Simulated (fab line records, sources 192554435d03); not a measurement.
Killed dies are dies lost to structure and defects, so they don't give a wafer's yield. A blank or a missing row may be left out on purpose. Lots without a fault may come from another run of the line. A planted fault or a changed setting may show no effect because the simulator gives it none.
Which tool did it? | flow n5_finfet | 7 lots, 20 wafers sampled, at 2 steps of a route of 1938

WHAT THE GAUGES READ, wafer by wafer
N5_DUMMY_GATE_THK_MEAS_05.
lot  | measured    | on            | thk_nm (nm)
L571 | day 2 22:38 | film_metro-02 | 71.6 72.7 70.9
L576 | day 4 04:52 | film_metro-02 | 72.3 70.1 73.7
L578 | day 4 19:46 | film_metro-02 | 73.3 73.4 71.5
L584 | day 6 09:52 | film_metro-02 | 73.1 73.6 70.5
L588 | day 7 06:43 | film_metro-02 | 70.3 69.2 73.7
L590 | day 7 18:35 | film_metro-01 | 73.2 73.5
L592 | day 8 06:10 | film_metro-01 | 72.2 72.6 72.9

WHICH TOOL RAN EACH LOT (tool, then ch and the chambers of the sampled wafers, then the start)
lot  | N5_STI_FIN_REVEAL_ALD_14
L571 | ald_sin-04 ch 0,2,3, day 2 09:50
L576 | ald_sin-02 ch 1,2,3, day 3 15:43
L578 | ald_sin-02 ch 0,1,3, day 4 04:47
L584 | ald_sin-04 ch 0,3, day 5 19:46
L588 | ald_sin-02 ch 0,2,3, day 6 17:55
L590 | ald_sin-02 ch 1,3, day 7 03:55
L592 | ald_sin-04 ch 0,3, day 7 17:22
- N5_STI_FIN_REVEAL_ALD_14: deposits Si3N4, target thk 3 nm.

THE ANSWER, worked out from the rows above alone
Rule: what is usual is taken from the lots themselves. Put in order of their means at a reading, lots are off if they are a third of the lots or fewer, leave a main group of 4 or more, and stand apart from it by a gap of 3 or more times the standard deviation of the main group's means; of several such gaps the widest counts. A main group whose means are all the same, to the digits that the tables above print for the reading, isn't used. A lot without any number at a reading at which 4 lots or more have one is off too. The other lots that the step has rows for count as sound.
No lot is off at any reading shown: from this, nothing can be told.

WHAT THE SIMULATOR HAD PUT IN
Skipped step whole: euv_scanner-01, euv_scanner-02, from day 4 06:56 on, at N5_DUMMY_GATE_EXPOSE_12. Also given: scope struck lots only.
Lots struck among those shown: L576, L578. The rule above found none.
